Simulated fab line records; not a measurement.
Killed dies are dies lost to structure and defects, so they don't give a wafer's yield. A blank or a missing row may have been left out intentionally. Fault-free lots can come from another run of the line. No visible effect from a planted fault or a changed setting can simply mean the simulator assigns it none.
The tool behind it: which one?    flow nand-harc    11 lots with 33 wafers sampled at 6 steps, on a route of 1302 steps

WHAT EACH GAUGE READ, for each wafer
NHARC_A_CONTACT_OVL_MEAS_09. Usual: overlay-x-nm -0.1 nm, standard deviation 0.9; overlay-y-nm 0.3 nm, standard deviation 0.79.
lot   measured      on          overlay-x-nm (nm)        overlay-y-nm (nm)            flag
L825  day 22 20:54  overlay-02  0.3 0.4 0.7              -0.1 0.3 0.6                 
L832  day 25 11:29  overlay-01  8.6 8.8 8.3 8.5 8.7 8.5  -0.3 -0.1 -0.1 0.0 -0.4 0.1  OFF
L836  day 26 17:36  overlay-01  7.7 7.5 7.6 7.6 7.8 7.7  1.0 0.8 0.9 0.6 0.4 0.2      OFF
L838  day 27 20:15  overlay-01  0.1 0.0 -0.5             -0.8 -1.2 -0.9               
L839  day 28 00:32  overlay-01  -0.8 -1.7 -0.9           -1.0 -1.4 -0.5               
L840  day 28 01:02  overlay-01  0.1 0.7 0.8              0.1 0.2 0.4                  
L841  day 29 07:35  overlay-02  -1.3 -0.7 -0.8           -0.4 -0.2 -0.5               
L844  day 29 20:44  overlay-01  -0.4 -0.9 -0.6           0.5 1.3 0.7                  
L842  day 30 00:17  overlay-02  -0.5 -1.3 -0.4           0.2 0.4 0.0                  
L846  day 31 05:16  overlay-02  -0.2 -1.2 -0.6           0.3 0.7 0.1                  
L847  day 31 13:31  overlay-02  -1.5 -1.7 -2.0           0.3 -1.0 -0.3                

NHARC_END_SORT_01. Usual: killed-at-array 61, standard deviation 22; killed-at-other 0.8, standard deviation 1; killed-at-periphery 3.8, standard deviation 2.3; killed-dies 66, standard deviation 22; killed-open 3.2, standard deviation 1.9; killed-short 2.8, standard deviation 1.8.
lot   measured      on         killed-at-array  killed-at-other  killed-at-periphery  killed-dies  killed-open  killed-short  flag
L832  day 28 04:05  prober-02  33 39 29         2 2 1            4 3 2                39 44 32     4 2 5        3 4 1         
L836  day 29 21:28  prober-01  86 90 91         1 0 0            9 6 5                96 96 96     2 3 4        1 5 2         

TOOL THAT RAN EACH LOT (tool first, then ch and the chambers of the sampled wafers, then the start)
lot   NHARC_A_CONTACT_EXPOSE_05           NHARC_A_CONTACT_ETCH_88             NHARC_A_CONTACT_ETCH_89                        NHARC_A_CONTACT_ETCH_138
L825  arfi-scanner-03 ch 0, day 22 20:41  rie-diel-01 ch 0,2,3, day 22 23:54  rie-diel-01 ch 2,3, day 23 05:44 or earlier    har-cap-etch-03 ch 0,1, day 23 05:44
L832  arfi-scanner-01 ch 0, day 25 11:15  rie-diel-01 ch 1,2, day 25 16:26    rie-diel-01 ch 1,2, day 25 18:32 or earlier    har-cap-etch-02 ch 0,1, day 25 18:32
L836  arfi-scanner-01 ch 0, day 26 17:23  rie-diel-08 ch 1,2,3, day 26 22:55  rie-diel-08 ch 0,1,2, day 27 01:02 or earlier  har-cap-etch-03 ch 0,1, day 27 01:02
L838  arfi-scanner-03 ch 0, day 27 20:02  rie-diel-08 ch 2,3, day 27 20:26    rie-diel-08 ch 0,1,3, day 27 22:34 or earlier  har-cap-etch-02 ch 0,1, day 27 22:34
L839  arfi-scanner-02 ch 0, day 28 00:19  rie-diel-08 ch 1,2,3, day 28 00:43  rie-diel-08 ch 1,2,3, day 28 02:49 or earlier  har-cap-etch-01 ch 0,1, day 28 02:49
L840  arfi-scanner-03 ch 0, day 28 00:48  rie-diel-12 ch 1,2, day 28 01:13    rie-diel-12 ch 1,3, day 28 03:16 or earlier    har-cap-etch-03 ch 0,1, day 28 03:16
L841  arfi-scanner-02 ch 0, day 29 07:22  rie-diel-08 ch 0,1,2, day 29 07:46  rie-diel-08 ch 0,2, day 29 09:55 or earlier    har-cap-etch-03 ch 0,1, day 29 09:55
L844  arfi-scanner-03 ch 0, day 29 20:30  rie-diel-01 ch 0,1,3, day 29 20:55  rie-diel-01 ch 0,2,3, day 29 22:58 or earlier  har-cap-etch-01 ch 0,1, day 29 22:58
L842  arfi-scanner-03 ch 0, day 30 00:04  rie-diel-12 ch 0,1,2, day 30 00:29  rie-diel-12 ch 0,1,2, day 30 02:32 or earlier  har-cap-etch-03 ch 0,1, day 30 02:32
L846  arfi-scanner-02 ch 0, day 31 05:02  rie-diel-01 ch 0,1,2, day 31 05:27  rie-diel-01 ch 0,3, day 31 07:32 or earlier    har-cap-etch-02 ch 0,1, day 31 07:32
L847  arfi-scanner-02 ch 0, day 31 13:17  rie-diel-01 ch 0,1,3, day 31 13:42  rie-diel-01 ch 1,2,3, day 31 15:46 or earlier  har-cap-etch-01 ch 0,1, day 31 15:46
- NHARC_A_CONTACT_EXPOSE_05: exposes mask A CC.
- NHARC_A_CONTACT_ETCH_88: etches the open film in CF4, target depth 39 nm, time 65 s.
- NHARC_A_CONTACT_ETCH_89: etches the open film in N2/H2, target depth 260 nm, time 475.3 s.
- NHARC_A_CONTACT_ETCH_138: etches the open film in C4F8/O2/Ar, time 311 s, target depth 1914 nm.

WHAT THE TOOLS THEMSELVES READ (means of the sampled wafers that have a number; where no wafer has one, the mark that the record gives instead)
NHARC_A_CONTACT_ETCH_88. Usual: drypump-motor-current-A 5.64 A, standard deviation 0.29; mfc-ar-sccm 0.014 sccm, standard deviation 0.013; oes-product-au 1.002 a.u., standard deviation 0.0082; rf-vpp-V 151.5 V, standard deviation 1.1; showerhead-plenum-p-Torr 1.78 Torr, standard deviation 0.073; throttle-valve-pct 13.284 %, standard deviation 0.009.
lot   tool         drypump-motor-current-A (A)  mfc-ar-sccm (sccm)  oes-product-au (a.u.)  rf-vpp-V (V)  showerhead-plenum-p-Torr (Torr)  throttle-valve-pct (%)  flag
L825  rie-diel-01  5.79                         0.020               0.989                  151.0         1.73                             13.281                  
L832  rie-diel-01  5.83                         0.019               1.002                  150.9         1.80                             13.276                  
L836  rie-diel-08  5.65                         0.016               1.006                  151.9         1.81                             13.280                  
L838  rie-diel-08  5.38                         0.022               1.012                  152.4         1.84                             13.290                  
L839  rie-diel-08  5.68                         0.016               1.012                  152.3         1.81                             13.286                  
L840  rie-diel-12  5.80                         0.011               1.001                  150.7         1.74                             13.284                  
L841  rie-diel-08  5.68                         0.006               1.011                  151.7         1.77                             13.286                  
L844  rie-diel-01  5.58                         0.010               1.004                  151.4         1.74                             13.278                  
L842  rie-diel-12  5.72                         0.018               0.996                  150.9         1.74                             13.289                  
L846  rie-diel-01  5.69                         0.018               1.001                  151.5         1.77                             13.281                  
L847  rie-diel-01  5.58                         0.010               1.001                  150.4         1.74                             13.282                  

NHARC_A_CONTACT_ETCH_89. Usual: drypump-motor-current-A 5.63 A, standard deviation 0.29; mfc-ar-sccm 0.014 sccm, standard deviation 0.013; oes-product-au 1.003 a.u., standard deviation 0.0069; rf-vpp-V 430.9 V, standard deviation 2.8; showerhead-plenum-p-Torr 2.05 Torr, standard deviation 0.094; throttle-valve-pct 14.174 %, standard deviation 0.0096.
lot   tool         drypump-motor-current-A (A)  mfc-ar-sccm (sccm)  oes-product-au (a.u.)  rf-vpp-V (V)  showerhead-plenum-p-Torr (Torr)  throttle-valve-pct (%)  flag
L825  rie-diel-01  5.96                         0.022               0.995                  429.6         2.01                             14.172                  
L832  rie-diel-01  5.83                         0.019               0.997                  432.8         2.08                             14.167                  
L836  rie-diel-08  5.68                         0.006               1.011                  431.5         2.05                             14.180                  
L838  rie-diel-08  5.81                         0.010               1.005                  431.7         2.05                             14.185                  
L839  rie-diel-08  5.67                         0.016               1.014                  431.7         2.09                             14.181                  
L840  rie-diel-12  5.44                         0.022               1.003                  433.7         2.16                             14.166                  
L841  rie-diel-08  5.40                         0.012               1.010                  431.5         2.09                             14.180                  
L844  rie-diel-01  5.81                         0.020               0.992                  429.2         1.96                             14.172                  
L842  rie-diel-12  5.72                         0.018               1.002                  429.2         2.00                             14.176                  
L846  rie-diel-01  5.65                         0.018               0.999                  426.8         1.93                             14.180                  
L847  rie-diel-01  5.74                         0.012               1.006                  430.6         2.03                             14.184                  

NHARC_A_CONTACT_ETCH_138. Usual: oes-air-line-au at 0.999 a.u., with a standard deviation of 0.02.
lot   tool             oes-air-line-au (a.u.)  flag
L825  har-cap-etch-03  1.028                   
L832  har-cap-etch-02  1.016                   
L836  har-cap-etch-03  1.006                   
L838  har-cap-etch-02  0.991                   
L839  har-cap-etch-01  0.991                   
L840  har-cap-etch-03  0.968                   
L841  har-cap-etch-03  1.002                   
L844  har-cap-etch-01  0.994                   
L842  har-cap-etch-03  1.001                   
L846  har-cap-etch-02  1.003                   
L847  har-cap-etch-01  0.990                   

THE ANSWER, worked out from the rows above alone
Rule: a lot is off if the mean of its wafers that have a number lies more than 3 standard deviations from the usual mean. A lot without any number at a reading at which 4 lots or more have one is off too. All remaining lots with rows at the step are treated as sound. After the gauges, taken in route order, come the tools' own readings; for these a lot's mean is taken, as printed above. The first step at which some lot is off is used, and at that step the reading that is off furthest; a lot without a number counts as furthest.
Off: L832, L836 (NHARC_A_CONTACT_OVL_MEAS_09, overlay-x-nm).
A tool fits if, at a process step before that reading, it ran every lot that is off, and no sound lot after the first of them. Those tools and the gauges at NHARC_A_CONTACT_OVL_MEAS_09 are tried in the same way. One fits: arfi-scanner-01 at NHARC_A_CONTACT_EXPOSE_05. It ran no sound lot before its first lot that is off in this sample, so the start can't be narrowed down.

WHAT THE SIMULATOR PUT IN
Scanner matching overlay: arfi-scanner-01, from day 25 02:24 on, at NHARC_A_CONTACT_EXPOSE_05. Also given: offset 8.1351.
Shown lots that were struck: L832, L836. This agrees with what the rule above found.
